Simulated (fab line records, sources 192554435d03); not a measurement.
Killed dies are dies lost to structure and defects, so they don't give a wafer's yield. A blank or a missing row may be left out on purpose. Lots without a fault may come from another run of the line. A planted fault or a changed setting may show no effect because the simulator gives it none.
Split-lot experiment | flow n5_finfet | 7 lots, 21 wafers read, on a route of 1938 steps

THE SPLIT
At N5_BEOL_M6_ILD_DEP_00 (deposits SiCOH lowk from DEMS/porogen, target thk 179.75 nm, time 33.4 s), the setting time_s was moved away from the recipe's 33.4 s on 8 of the 21 wafers read, by +3.9% to +8.6%. The other wafers ran this setting at the recipe's value.

FROM THE SPLIT TO THE READING: what the file shows between them, 1 step
- N5_BEOL_M6_CURE_74: cures SiCOH lowk, time 240 s

THE READING
M6_ILD_THK, in nm, at N5_BEOL_M6_THK_MEAS_01. Fault-free wafers of this fab line usually give 154.7 nm, standard deviation 1.9 nm.

wafer  | tool, chamber at the split | time_s as run, s | against the recipe | M6_ILD_THK, nm | against lot-mates on the recipe
L074.1 | pecvd-02, 0,1              | 33.4             | recipe             | 154.7          | -
L074.2 | pecvd-02, 2                | 33.4             | recipe             | 155.4          | -
L074.3 | pecvd-02, 0,1              | 33.4             | recipe             | 154.9          | -
L076.1 | pecvd-04, 0                | 33.4             | recipe             | 155.1          | -
L076.2 | pecvd-04, 1                | 33.4             | recipe             | 154.9          | -
L076.4 | pecvd-04, 0                | 33.4             | recipe             | 156.0          | -
L078.2 | pecvd-01, 0                | 33.4             | recipe             | 152.5          | -
L078.3 | pecvd-01, 0                | 35.57            | +6.5%              | 165.3          | +11.4
L078.6 | pecvd-01, 0                | 33.4             | recipe             | 155.4          | -
L082.1 | pecvd-01, 1                | 34.69            | +3.9%              | 161.9          | +5.1
L082.3 | pecvd-01, 2                | 34.69            | +3.9%              | 160.8          | +4.0
L082.4 | pecvd-01, 2                | 33.4             | recipe             | 156.8          | -
L084.2 | pecvd-02, 2                | 36.26            | +8.6%              | 164.7          | +10.4
L084.3 | pecvd-02, 0                | 36.26            | +8.6%              | 165.2          | +10.9
L084.5 | pecvd-02, 1                | 33.4             | recipe             | 154.3          | -
L087.3 | pecvd-02, 0                | 36.13            | +8.2%              | 164.5          | no lot-mate on the recipe
L087.4 | pecvd-02, 0                | 36.13            | +8.2%              | 167.3          | no lot-mate on the recipe
L087.5 | pecvd-02, 1                | 36.13            | +8.2%              | 167.7          | no lot-mate on the recipe
L095.2 | pecvd-04, 1                | 33.4             | recipe             | 155.1          | -
L095.4 | pecvd-04, 2                | 33.4             | recipe             | 155.8          | -
L095.5 | pecvd-04, 1                | 33.4             | recipe             | 158.6          | -
Where a row lists several chambers, the file gives one row for several wafers and doesn't say which wafer went through which chamber.

THE FIT
A straight line over all 21 wafers: M6_ILD_THK changes by +1.3 nm for each +1% of time_s; r = +0.96; the points scatter about the line by 1.4 nm.
The same after taking each lot's own level away (the mean of its wafers on the recipe; 18 wafers): +1.33 nm for each +1%; r = +0.96; scatter 1.2 nm.
On that fit, the largest move of time_s shifts the reading by 11 nm.
The lots' own levels span 153.95 to 156.80 nm, that is 1.5 times the standard deviation above.
So the lot-to-lot level changes the slope little: the two slopes agree.
Check: with one of the wafers moved furthest among these (+8.6%) left out of the fit, the line predicts +11.9 nm for it against its lot-mates. It came out at +10.4 nm against them.

THE WHOLE CHAIN: every reading that the file lists as answering this split, in the file's order
step                   | what it does                                                             | reading                                                                                  | change (the file's fit)              | r (the file's)
N5_BEOL_M6_ILD_DEP_00  | deposits SiCOH lowk from DEMS/porogen, target thk 179.75 nm, time 33.4 s | SiCOH_lowk_of_BEOL_M6_ILD_DEP_00.thk_nm (the simulator's own value, which no gauge read) | +1.6 nm for each +1% of the setting  | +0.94
N5_BEOL_M6_CURE_74     | cures SiCOH lowk, time 240 s                                             | SiCOH_lowk_of_BEOL_M6_ILD_DEP_00.thk_nm (the simulator's own value, which no gauge read) | +1.39 nm for each +1% of the setting | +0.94
N5_BEOL_M6_THK_MEAS_01 |                                                                          | M6_ILD_THK                                                                               | +1.4 for each +1% of the setting     | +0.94

THE FILE'S OWN FIT
M6_ILD_THK changes by +1.4 nm for each +1% of time_s, r = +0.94.
